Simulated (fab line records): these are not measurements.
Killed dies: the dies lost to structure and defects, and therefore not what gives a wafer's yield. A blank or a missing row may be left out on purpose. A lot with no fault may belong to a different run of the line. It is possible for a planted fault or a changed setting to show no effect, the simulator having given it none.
Split-lot study + flow n5-finfet + on a route of 1938 steps: 7 lots, 21 wafers read

== THE SPLIT ITSELF ==
At N5_BEOL_M9_ETCH_66 (etches SOC in N2/H2, target depth 80 nm, overetch 16 nm, time 120 s), the setting time-s was moved away from the recipe's 120 s on 6 of the 21 wafers read, by -21.2% to +20.9%. The other wafers ran this setting at the recipe's value.

The reading comes from the split's own step.

== THE READING ==
SiARC_of_BEOL_M9_COAT_64.thk-nm (the simulator's own value, which no gauge read), in nm, at N5_BEOL_M9_ETCH_66 (etches SOC in N2/H2, target depth 80 nm, overetch 16 nm, time 120 s). The file does not state a usual value for it. Here, 15 wafers ran the recipe; their average is 6.5 nm with a standard deviation of 0.14 nm.

| wafer  | tool, chamber at the split | time-s as run, s | against the recipe | SiARC_of_BEOL_M9_COAT_64.thk-nm, nm | against lot-mates on the recipe |
|--------|----------------------------|------------------|--------------------|-------------------------------------|---------------------------------|
| L074.1 | rie-diel-06, 1,0           | 120              | recipe             | 6.4                                 | -                               |
| L074.4 | rie-diel-06, 1,0           | 120              | recipe             | 6.4                                 | -                               |
| L074.6 | rie-diel-06, 0             | 120              | recipe             | 6.6                                 | -                               |
| L075.1 | rie-diel-06, 1,2           | 120              | recipe             | 6.4                                 | -                               |
| L075.6 | rie-diel-06, 1,2           | 120              | recipe             | 6.4                                 | -                               |
| L075.3 | rie-diel-06, 3             | 145.1            | +20.9%             | 5                                   | -1.4                            |
| L077.4 | rie-diel-03, 1             | 143.3            | +19.4%             | 5.8                                 | -0.8                            |
| L077.5 | rie-diel-03, 0             | 120              | recipe             | 6.6                                 | -                               |
| L077.6 | rie-diel-03, 2             | 143.3            | +19.4%             | 5.4                                 | -1.2                            |
| L079.3 | rie-diel-03, 0             | 120              | recipe             | 6.6                                 | -                               |
| L079.4 | rie-diel-03, 0             | 120              | recipe             | 6.6                                 | -                               |
| L079.5 | rie-diel-03, 1             | 120              | recipe             | 6.8                                 | -                               |
| L084.1 | rie-diel-06, 1,0,1         | 120              | recipe             | 6.4                                 | -                               |
| L084.4 | rie-diel-06, 1,0,1         | 120              | recipe             | 6.4                                 | -                               |
| L084.6 | rie-diel-06, 1,0,1         | 120              | recipe             | 6.4                                 | -                               |
| L089.3 | rie-diel-05, 1             | 120              | recipe             | 6.2                                 | -                               |
| L089.4 | rie-diel-05, 0             | 95.38            | -20.5%             | 7.6                                 | +1.2                            |
| L089.5 | rie-diel-05, 0             | 120              | recipe             | 6.6                                 | -                               |
| L091.1 | rie-diel-05, 1             | 94.61            | -21.2%             | 7.4                                 | +0.8                            |
| L091.2 | rie-diel-05, 3             | 94.61            | -21.2%             | 7.8                                 | +1.2                            |
| L091.6 | rie-diel-05, 2             | 120              | recipe             | 6.6                                 | -                               |
Rows listing several chambers each stand for several wafers; the file does not say which wafer went through which chamber.

THE FIT
A straight line over all 21 wafers: SiARC_of_BEOL_M9_COAT_64.thk-nm changes by -0.054 nm for each +1% of time-s; r = -0.96; the points scatter about the line by 0.19 nm.
The same after taking each lot's own level away (the mean of its wafers on the recipe; 21 wafers): -0.0539 nm for each +1%; r = -0.97; scatter 0.15 nm.
According to that fit, moving time-s by its largest amount changes the reading by 1.1 nm.
The lots' own levels span 6.40 to 6.67 nm, that is 1.9 times the standard deviation above.
Hence the lot-to-lot level has little effect on the slope; both slopes agree.
Check: for one of the wafers moved furthest among these (-21.2%), held out of the fit, the line's prediction against its lot-mates is +1.22 nm. Against them it came out at +0.8 nm.

== THE FILE'S OWN FIT ==
SiARC_of_BEOL_M9_COAT_64.thk-nm changes by -0.0561 nm for each +1% of time-s, r = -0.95.
